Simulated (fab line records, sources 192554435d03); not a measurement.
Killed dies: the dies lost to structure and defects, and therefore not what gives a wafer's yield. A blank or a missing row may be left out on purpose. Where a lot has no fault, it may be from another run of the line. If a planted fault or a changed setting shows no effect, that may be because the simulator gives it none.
Split-lot experiment :: flow n5 finfet :: 7 lots, 21 wafers read, on a route of 1938 steps

THE SPLIT
At N5_BEOL_M8_COAT_64 (time 60 s, resist thk 12 nm), the setting spin rpm was moved away from the recipe's 1500 rpm on 9 of the 21 wafers read, by -10.9% to +7.1%. The other wafers ran this setting at the recipe's value.

The reading is taken at the split's own step.

THE READING
SiARC_of_BEOL_M8_COAT_64.thk nm (the simulator's own value, which no gauge read), in nm, at N5_BEOL_M8_COAT_64 (time 60 s, resist thk 12 nm). No usual value for it is given in the file.

wafer: L074.2
tool, chamber at the split: litho track-04, 0
spin rpm as run, rpm: 1500
against the recipe: recipe
SiARC_of_BEOL_M8_COAT_64.thk nm, nm: 12
against lot-mates on the recipe: -

wafer: L074.3
tool, chamber at the split: litho track-04, 0
spin rpm as run, rpm: 1500
against the recipe: recipe
SiARC_of_BEOL_M8_COAT_64.thk nm, nm: 12
against lot-mates on the recipe: -

wafer: L074.6
tool, chamber at the split: litho track-04, 0
spin rpm as run, rpm: 1500
against the recipe: recipe
SiARC_of_BEOL_M8_COAT_64.thk nm, nm: 12
against lot-mates on the recipe: -

wafer: L075.2
tool, chamber at the split: litho track-02, 0
spin rpm as run, rpm: 1500
against the recipe: recipe
SiARC_of_BEOL_M8_COAT_64.thk nm, nm: 12
against lot-mates on the recipe: -

wafer: L075.3
tool, chamber at the split: litho track-02, 0
spin rpm as run, rpm: 1500
against the recipe: recipe
SiARC_of_BEOL_M8_COAT_64.thk nm, nm: 12
against lot-mates on the recipe: -

wafer: L075.6
tool, chamber at the split: litho track-02, 0
spin rpm as run, rpm: 1500
against the recipe: recipe
SiARC_of_BEOL_M8_COAT_64.thk nm, nm: 12
against lot-mates on the recipe: -

wafer: L084.1
tool, chamber at the split: litho track-02, 0
spin rpm as run, rpm: 1500
against the recipe: recipe
SiARC_of_BEOL_M8_COAT_64.thk nm, nm: 12
against lot-mates on the recipe: -

wafer: L084.6
tool, chamber at the split: litho track-02, 0
spin rpm as run, rpm: 1500
against the recipe: recipe
SiARC_of_BEOL_M8_COAT_64.thk nm, nm: 12
against lot-mates on the recipe: -

wafer: L084.5
tool, chamber at the split: litho track-02, 0
spin rpm as run, rpm: 1365
against the recipe: -9.0%
SiARC_of_BEOL_M8_COAT_64.thk nm, nm: 12.6
against lot-mates on the recipe: +0.6

wafer: L085.2
tool, chamber at the split: litho track-04, 0
spin rpm as run, rpm: 1500
against the recipe: recipe
SiARC_of_BEOL_M8_COAT_64.thk nm, nm: 12
against lot-mates on the recipe: -

wafer: L085.4
tool, chamber at the split: litho track-04, 0
spin rpm as run, rpm: 1607
against the recipe: +7.1%
SiARC_of_BEOL_M8_COAT_64.thk nm, nm: 11.6
against lot-mates on the recipe: -0.4

wafer: L085.6
tool, chamber at the split: litho track-04, 0
spin rpm as run, rpm: 1607
against the recipe: +7.1%
SiARC_of_BEOL_M8_COAT_64.thk nm, nm: 11.6
against lot-mates on the recipe: -0.4

wafer: L087.3
tool, chamber at the split: litho track-05, 0
spin rpm as run, rpm: 1336
against the recipe: -10.9%
SiARC_of_BEOL_M8_COAT_64.thk nm, nm: 12.8
against lot-mates on the recipe: +0.8

wafer: L087.4
tool, chamber at the split: litho track-05, 0
spin rpm as run, rpm: 1336
against the recipe: -10.9%
SiARC_of_BEOL_M8_COAT_64.thk nm, nm: 12.8
against lot-mates on the recipe: +0.8

wafer: L087.6
tool, chamber at the split: litho track-05, 0
spin rpm as run, rpm: 1500
against the recipe: recipe
SiARC_of_BEOL_M8_COAT_64.thk nm, nm: 12
against lot-mates on the recipe: -

wafer: L090.2
tool, chamber at the split: litho track-05, 0
spin rpm as run, rpm: 1589
against the recipe: +5.9%
SiARC_of_BEOL_M8_COAT_64.thk nm, nm: 11.6
against lot-mates on the recipe: -0.4

wafer: L090.5
tool, chamber at the split: litho track-05, 0
spin rpm as run, rpm: 1589
against the recipe: +5.9%
SiARC_of_BEOL_M8_COAT_64.thk nm, nm: 11.6
against lot-mates on the recipe: -0.4

wafer: L090.3
tool, chamber at the split: litho track-05, 0
spin rpm as run, rpm: 1500
against the recipe: recipe
SiARC_of_BEOL_M8_COAT_64.thk nm, nm: 12
against lot-mates on the recipe: -

wafer: L088.1
tool, chamber at the split: litho track-04, 0
spin rpm as run, rpm: 1575
against the recipe: +5.0%
SiARC_of_BEOL_M8_COAT_64.thk nm, nm: 11.8
against lot-mates on the recipe: -0.2

wafer: L088.3
tool, chamber at the split: litho track-04, 0
spin rpm as run, rpm: 1500
against the recipe: recipe
SiARC_of_BEOL_M8_COAT_64.thk nm, nm: 12
against lot-mates on the recipe: -

wafer: L088.4
tool, chamber at the split: litho track-04, 0
spin rpm as run, rpm: 1575
against the recipe: +5.0%
SiARC_of_BEOL_M8_COAT_64.thk nm, nm: 11.6
against lot-mates on the recipe: -0.4

FIT RESULTS
A straight line over all 21 wafers: SiARC_of_BEOL_M8_COAT_64.thk nm changes by -0.0672 nm for each +1% of spin rpm; r = -0.99; the points scatter about the line by 0.045 nm.
The same after taking each lot's own level away (the mean of its wafers on the recipe; 21 wafers): -0.0672 nm for each +1%; r = -0.99; scatter 0.045 nm.
That fit puts the effect of the largest move of spin rpm on the reading at 0.73 nm.
The lots' own levels span 12.00 to 12.00 nm.
Consequently the slope shifts little with the lot-to-lot level, the two slopes agreeing.
Check: +0.733 nm against its lot-mates is what the line predicts for one of the wafers moved furthest among these (-10.9%) when that wafer is left out of the fit. Against them it came out at +0.8 nm.

ADDITIONAL SPLITS CARRIED BY THESE WAFERS
Other splits were also applied to these wafers ahead of the reading. Each is held against what the fit with the lots' levels taken away leaves over:
other split on the same wafers: N5_BEOL_M6_COAT_64 spin rpm
wafers away from the commonest value: 9
r with SiARC_of_BEOL_M8_COAT_64.thk nm (lot level and that fit taken away): -0.26

other split on the same wafers: N5_BEOL_M6_EXPOSE_25 dose mj
wafers away from the commonest value: 7
r with SiARC_of_BEOL_M8_COAT_64.thk nm (lot level and that fit taken away): -0.02

other split on the same wafers: N5_BEOL_M7_HM_DEP_02 target thk a
wafers away from the commonest value: 6
r with SiARC_of_BEOL_M8_COAT_64.thk nm (lot level and that fit taken away): +0.16

FILE'S OWN FIT
SiARC_of_BEOL_M8_COAT_64.thk nm changes by -0.067 nm for each +1% of spin rpm, r = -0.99.
